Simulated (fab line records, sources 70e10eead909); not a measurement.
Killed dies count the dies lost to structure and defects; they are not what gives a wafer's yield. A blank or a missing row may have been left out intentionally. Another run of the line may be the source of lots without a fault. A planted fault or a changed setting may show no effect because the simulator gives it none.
fab line records | flow nand-harc | part 2 of 2: steps 28 to 37 of 37
[record] lots = 5 | wafers = 15 | last-day = 33
route steps=1302 shown A_CHANNEL_HOLE_D1@480 A_CHANNEL_FILL_D1@490 A_DECK1_JOINT@518
lots untouched by any fault: they come from a run of this same line in which no faults occurred
start-h: start of the lot's first displayed wafer, in hours after the record's first day | wait-h: how many hours have passed since the lot's step before this one | " repeats the value in the row above | L1.1+2: several wafers, shown together as one row | - value missing, or start not given | * or withheld: withheld | < > ~ a bound
route shown NAME@n: a module of which the file shows steps, and the number in the route of the first | usual: mean/standard deviation taken from wafers without a fault | same: alike in all rows | chamber/n: place in a boat | sites: readings site by site | _std_site: how widely they spread, as a standard deviation | _edge_site: outer sites' mean less inner sites' | radius-mm: for every site, how far away it sits from the centre of the wafer | mask NAME#n: copy n | behind: the most recent tool/chamber to have shaped the wafer | hold: why the lot went on hold/how many hours it stayed there/how the hold came to an end | device: whichever transistor did not switch (one of n, p or np) | end of line: the tests these same wafers got at the end of their route | a step given without rows: its recipe and nothing more | killed: not the wafer's yield, but the dies lost to structure and defects at the first sort | map: a wafer's dies, x killed, . not, _ none there
set.NAME: setting as actually run; set.NAME@STEP: the setting as run at that earlier step | model.NAME: the simulator's own value behind a step, which no gauge read
certain route steps with their lots: each step a table, each wafer a row
services: a tool's chamber out of use, with start hour (start-h, from the record's first day; less than 0 if before it), hours out, and reason
[[steps]]
[step NHARC_A_CHANNEL_FILL_D1_ALD_25]
[recipe] target-thk-a = 600 | pulse-time-s = 10 | ald-cycles = 600 | temp-c = 300 | material = SiOx
[usual] heater-power-w = 490/69 | precursor-pulse-height-rel = 1.000/0.021
lot.wafer | tool      | chamber | start-h | wait-h | heater-power-w | precursor-pulse-height-rel
L075.3    | ald-hk-03 | 1       | 241.93  | 1.9    | 603            | 0.972
L075.6    | "         | 3       | 243.17  | 3.1    | 444            | 0.984
L075.5    | "         | 0       | "       | "      | 480            | 0.983
L088.2    | ald-hk-03 | 2       | 365.63  | 0.1    | 507            | 1.005
L088.4    | "         | 3       | "       | "      | 463            | 1.015
L088.1    | "         | 0       | "       | "      | 494            | 0.959
L089.4    | ald-hk-04 | 0       | 365.63  | 0.1    | 474            | 0.982
L089.2    | "         | 2       | 366.86  | 1.3    | 485            | 0.990
L089.1    | "         | 3       | "       | "      | 335            | 0.985
L096.3    | ald-hk-04 | 3       | 447.30  | 1.8    | 347            | 0.994
L096.4    | "         | 2       | 449.18  | 3.7    | 475            | 0.997
L096.6    | "         | 0       | 450.44  | 5.0    | 460            | 1.009
L097.1    | ald-hk-03 | 3       | 447.33  | 1.9    | 457            | 0.965
L097.5    | "         | 0       | "       | "      | 513            | 0.990
L097.6    | "         | 1       | "       | "      | 612            | 1.003
[step NHARC_A_CHANNEL_FILL_D1_ETCHBACK_08]
[recipe] target-depth-a = 2200 | time-s = 110 | c4f8-flow-sccm = 20 | ar-flow-sccm = withheld | rf-w = 600 | bias-w = 300 | chemistry = C4F8
[usual] oes-product-au = 0.96/0.039 | rf-vpp-V = 439.8/1.6
lot.wafer | tool        | chamber | start-h | wait-h | oes-product-au | rf-hours-counter-h | rf-vpp-V
L075.3    | rie-diel-02 | 3       | -       | -      | 0.99           | 1.3                | 440.8
L075.5    | "           | 1       | "       | "      | 0.99           | -                  | 444.2
L075.6    | "           | 2       | "       | "      | 0.99           | -                  | 439.4
L088.2    | rie-diel-12 | 2       | -       | -      | 0.93           | 3.6                | 440.0
L088.4    | "           | 0       | "       | "      | 0.92           | 4.4                | 438.8
L088.1    | "           | 1       | "       | "      | 0.94           | 4.8                | 437.2
L089.1    | rie-diel-02 | 2       | -       | -      | 0.91           | 7.8                | 440.5
L089.2    | "           | 3       | "       | "      | 0.97           | 6.8                | 439.7
L089.4    | "           | 0       | "       | "      | 0.93           | 7.4                | 440.4
L097.1    | rie-diel-02 | 0       | -       | -      | 0.93           | 2.9                | 440.8
L097.5    | "           | 1       | "       | "      | 0.90           | -                  | 441.4
L097.6    | "           | 2       | "       | "      | 0.92           | -                  | 439.2
L096.3    | rie-diel-02 | 0       | -       | -      | 0.98           | 3.0                | 440.1
L096.4    | "           | 3       | "       | "      | 0.95           | 2.9                | 440.3
L096.6    | "           | 1       | "       | "      | 0.96           | -                  | 443.1
[step NHARC_A_CHANNEL_FILL_D1_STRIP_29]
[recipe] time-s = 20 | o2-flow-sccm = 500 | ar-flow-sccm = 0 | bias-w = 0 | chemistry = O2
[usual] drypump-motor-current-A = 5.7/0.48 | oes-product-au = 0.998/0.016 | rf-vpp-V = 57.6/0.83 | showerhead-plenum-p-Torr = 3.47/0.081 | throttle-valve-pct = 17.036/0.0091
lot.wafer | tool        | chamber | start-h | wait-h | drypump-motor-current-A | oes-product-au | rf-hours-counter-h | rf-vpp-V | showerhead-plenum-p-Torr | throttle-valve-pct
L075.3    | rie-diel-02 | 3       | -       | -      | 5.9                     | 0.990          | 1.3                | 58.3     | 3.55                     | 17.031
L075.6    | "           | 3       | "       | "      | 5.9                     | 0.998          | -                  | 58.6     | 3.55                     | 17.027
L075.5    | "           | 0       | "       | "      | 5.6                     | 1.017          | -                  | 57.0     | 3.50                     | 17.051
L088.2    | rie-diel-12 | 2       | -       | -      | 5.7                     | 1.003          | 3.6                | 57.7     | 3.48                     | 17.050
L088.4    | "           | 3       | "       | "      | 6.6                     | 1.003          | 4.1                | 58.6     | 3.51                     | 17.037
L088.1    | "           | 1       | "       | "      | 5.2                     | 1.013          | 4.8                | 57.9     | 3.34                     | 17.030
L089.2    | rie-diel-02 | 2       | -       | -      | 5.4                     | 0.990          | 7.9                | 56.8     | 3.48                     | 17.023
L089.1    | "           | 3       | "       | "      | 5.9                     | 0.967          | 6.8                | 57.4     | 3.54                     | 17.042
L089.4    | "           | 1       | "       | "      | 6.1                     | 0.974          | 7.4                | 57.4     | 3.63                     | 17.020
L097.1    | rie-diel-02 | 1       | -       | -      | 6.1                     | 0.980          | 2.5                | 57.5     | 3.63                     | 17.035
L097.5    | "           | 0       | "       | "      | 5.5                     | 0.992          | -                  | 57.9     | 3.49                     | 17.038
L097.6    | "           | 1       | "       | "      | 6.1                     | 0.983          | -                  | 57.6     | 3.63                     | 17.026
L096.3    | rie-diel-02 | 3       | -       | -      | 5.9                     | 0.990          | 2.9                | 58.2     | 3.54                     | 17.038
L096.4    | "           | 0       | "       | "      | 5.6                     | 0.995          | 3.0                | 58.6     | 3.49                     | 17.045
L096.6    | "           | 2       | "       | "      | 5.4                     | 0.993          | -                  | 57.9     | 3.48                     | 17.031
[step NHARC_A_CHANNEL_FILL_D1_PRECLEAN_30]
[recipe] time-s = 30 | chemistry = dHF
lot.wafer  | tool         | chamber | start-h | wait-h
L075.5+6+3 | wet-bench-09 | 2,4,7   | 246.52  | -
L088.1+4+2 | wet-bench-06 | 3,5,6   | 371.43  | -
L089.4+2+1 | wet-bench-09 | 7,1,2   | 371.44  | -
L097.5+1+6 | wet-bench-09 | 1,2,4   | 451.23  | -
L096.3+4+6 | wet-bench-09 | 5,6,7   | 453.16  | -
[step NHARC_A_CHANNEL_FILL_D1_SRD_31]
lot.wafer  | tool         | chamber | start-h | wait-h
L075.5+6+3 | wet-bench-09 | 2,4,7   | 246.55  | 0.0
L088.1+4+2 | wet-bench-06 | 3,5,6   | 371.46  | 0.0
L089.4+2+1 | wet-bench-09 | 7,1,2   | 371.46  | 0.0
L097.5+1+6 | wet-bench-09 | 1,2,4   | 451.26  | 0.0
L096.3+4+6 | wet-bench-09 | 5,6,7   | 453.19  | 0.0
[step NHARC_A_CHANNEL_FILL_D1_CVD_09]
[recipe] target-thk-a = 1500 | temp-c = 620 | pressure-mtorr = 200 | time-s = 3000 | material = poly-Si
[usual] pressure-mtorr = 200.0/0.45
lot.wafer | tool          | chamber | start-h | wait-h | pressure-mtorr
L075.3    | lpcvd-poly-04 | 0       | 248.27  | 1.7    | 199.8
L075.5    | "             | 0       | "       | "      | 199.6
L075.6    | "             | 0       | "       | "      | 200.1
L088.1    | lpcvd-poly-04 | 0       | 373.73  | 2.3    | 199.4
L088.2    | "             | 0       | "       | "      | 199.8
L088.4    | "             | 0       | "       | "      | 199.7
L089.1    | lpcvd-poly-04 | 0       | 373.73  | 2.3    | 200.1
L089.2    | "             | 0       | "       | "      | 200.6
L089.4    | "             | 0       | "       | "      | 200.1
L096.3    | lpcvd-poly-02 | 0       | 453.71  | 0.5    | 200.3
L096.4    | "             | 0       | "       | "      | 199.9
L096.6    | "             | 0       | "       | "      | 199.6
L097.1    | lpcvd-poly-02 | 0       | 453.71  | 2.4    | 200.4
L097.5    | "             | 0       | "       | "      | 199.9
L097.6    | "             | 0       | "       | "      | 199.8
[step NHARC_A_CHANNEL_FILL_D1_CMP_10]
[recipe] target-thk-nm = 150
[usual] motor-current-A = 11.8/1 | time-to-endpoint-s = 14/3.1
lot.wafer | tool   | chamber | start-h | wait-h | motor-current-A | time-to-endpoint-s
L075.3    | cmp-01 | 1       | 251.50  | 0.4    | 11.7            | 17
L075.6    | "      | 1       | "       | "      | 11.9            | 15
L075.5    | "      | 2       | "       | "      | 11.8            | 16
L089.4    | cmp-02 | 2       | 376.95  | 0.4    | 12.2            | 9
L089.1    | "      | 0       | "       | "      | 10.3            | 12
L089.2    | "      | 1       | "       | "      | 11.1            | 17
L088.2    | cmp-01 | 0       | 376.98  | 0.4    | 13.1            | 21
L088.1    | "      | 1       | "       | "      | 11.6            | 18
L088.4    | "      | 2       | "       | "      | 12.2            | 16
L096.3    | cmp-04 | 3       | 456.91  | 0.4    | 11.6            | 11
L096.4    | "      | 1       | "       | "      | 14.7            | 8
L096.6    | "      | 0       | "       | "      | 10.5            | 12
L097.1    | cmp-01 | 0       | 456.99  | 0.4    | 12.6            | 17
L097.5    | "      | 1       | "       | "      | 11.5            | 18
L097.6    | "      | 2       | "       | "      | 12.4            | 14
[step NHARC_A_CHANNEL_FILL_D1_SRD_12]
lot.wafer  | tool         | chamber | start-h | wait-h
L075.3+6+5 | wet-bench-09 | 2,4,6   | 251.79  | 0.0
L089.2+1+4 | wet-bench-06 | 5,7,2   | 377.25  | 0.0
L088.1+4+2 | wet-bench-07 | 5,6,0   | 377.26  | 0.0
L096.4+3+6 | wet-bench-09 | 7,2,3   | 457.21  | 0.0
L097.1+5+6 | wet-bench-06 | 2,5,6   | 457.22  | 0.0
[step NHARC_A_CHANNEL_FILL_D1_INSPECT_13]
[usual] raw-defect-count = 290/110
lot.wafer | tool              | chamber | start-h | wait-h | raw-defect-count
L075.3    | defect-inspect-02 | -       | 251.91  | 0.0    | 432
L075.5    | "                 | -       | "       | "      | 708
L075.6    | "                 | -       | "       | "      | 437
L089.1    | defect-inspect-02 | -       | 377.36  | 0.0    | 306
L089.2    | "                 | -       | "       | "      | 264
L089.4    | "                 | -       | "       | "      | 268
L088.1    | defect-inspect-02 | -       | 377.37  | 0.0    | 414
L088.2    | "                 | -       | "       | "      | 214
L088.4    | "                 | -       | "       | "      | 208
L096.3    | defect-inspect-01 | -       | 457.33  | 0.0    | 207
L096.4    | "                 | -       | "       | "      | 211
L096.6    | "                 | -       | "       | "      | 252
L097.1    | defect-inspect-02 | -       | 457.33  | 0.0    | 192
L097.5    | "                 | -       | "       | "      | 317
L097.6    | "                 | -       | "       | "      | 335
[step NHARC_A_DECK1_JOINT_ETCHBACK_07]
[recipe] target-depth-a = 1050 | time-s = 26.9 | hbr-flow-sccm = 150 | rf-w = 350 | icp-w = 350 | bias-w = 60 | chemistry = HBr
[usual] drypump-motor-current-A = 6.1/0.41 | oes-product-au = 1.006/0.0088 | throttle-valve-pct = 23.268/0.0093
lot.wafer | tool      | chamber | start-h | wait-h | drypump-motor-current-A | oes-product-au | rf-hours-counter-h | throttle-valve-pct
L075.3    | rie-si-02 | 3       | 251.98  | 0.1    | 6.6                     | 1.014          | 1.0                | 23.277
L075.6    | "         | 2       | "       | "      | 5.9                     | 0.994          | -                  | 23.264
L075.5    | "         | 3       | "       | "      | 6.6                     | 1.013          | -                  | 23.253
L088.4    | rie-si-05 | 0       | 377.43  | 0.1    | 6.5                     | 1.010          | 0.4                | 23.261
L088.2    | "         | 1       | "       | "      | 5.6                     | 0.998          | 0.4                | 23.270
L088.1    | "         | 3       | "       | "      | 6.1                     | 1.005          | 0.4                | 23.254
L089.2    | rie-si-02 | 3       | 377.44  | 0.1    | 6.6                     | 1.006          | 0.5                | 23.284
L089.1    | "         | 0       | "       | "      | 5.1                     | 1.013          | 0.5                | 23.275
L089.4    | "         | 1       | "       | "      | 6.3                     | 1.015          | 0.5                | 23.271
L096.4    | rie-si-03 | 0       | 457.39  | 0.1    | 6.4                     | 0.996          | 0.2                | 23.280
L096.3    | "         | 3       | "       | "      | 6.2                     | 1.006          | 0.3                | 23.268
L096.6    | "         | 1       | "       | "      | 6.1                     | 0.995          | -                  | 23.269
L097.1    | rie-si-05 | 1       | 457.42  | 0.1    | 5.6                     | 1.010          | 1.0                | 23.262
L097.5    | "         | 3       | "       | "      | 6.1                     | 1.021          | -                  | 23.263
L097.6    | "         | 0       | "       | "      | 6.5                     | 1.010          | -                  | 23.256
[[services]]
tool             | chamber | start-h | hours | kind
rie-diel-01      | -       | 203.80  | 9.0   | pm
wet-bench-06     | -       | 210.46  | 8.0   | pm
ald-hk-03        | -       | 212.00  | 10.0  | pm
rie-diel-13      | 3       | 215.65  | 11.6  | repair
rie-diel-02      | -       | 216.70  | 9.0   | pm
wet-bench-06     | -       | 225.54  | 2.2   | repair
wet-bench-04     | -       | 227.20  | 8.0   | pm
rie-diel-02      | 3       | 254.78  | 8.2   | repair
rie-diel-11      | -       | 256.52  | 9.0   | pm
ald-sin-batch-02 | -       | 266.00  | 26.0  | pm
rie-diel-01      | 2       | 289.87  | 30.9  | repair
rie-diel-02      | 3       | 294.24  | 3.5   | repair
wet-bench-06     | -       | 310.19  | 0.8   | repair
wet-bench-09     | -       | 352.80  | 8.0   | pm
rie-diel-02      | 3       | 353.74  | 5.9   | repair
rie-diel-01      | -       | 380.80  | 9.0   | pm
wet-bench-06     | -       | 386.46  | 8.0   | pm
ald-hk-03        | -       | 390.00  | 10.0  | pm
rie-diel-02      | -       | 393.70  | 9.0   | pm
wet-bench-04     | -       | 403.20  | 8.0   | pm
wet-bench-06     | -       | 414.00  | 2.5   | repair
ald-hk-03        | -       | 417.23  | 2.6   | repair
ald-hk-03        | -       | 453.47  | 0.6   | repair
rie-diel-02      | 1       | 456.65  | 3.4   | repair
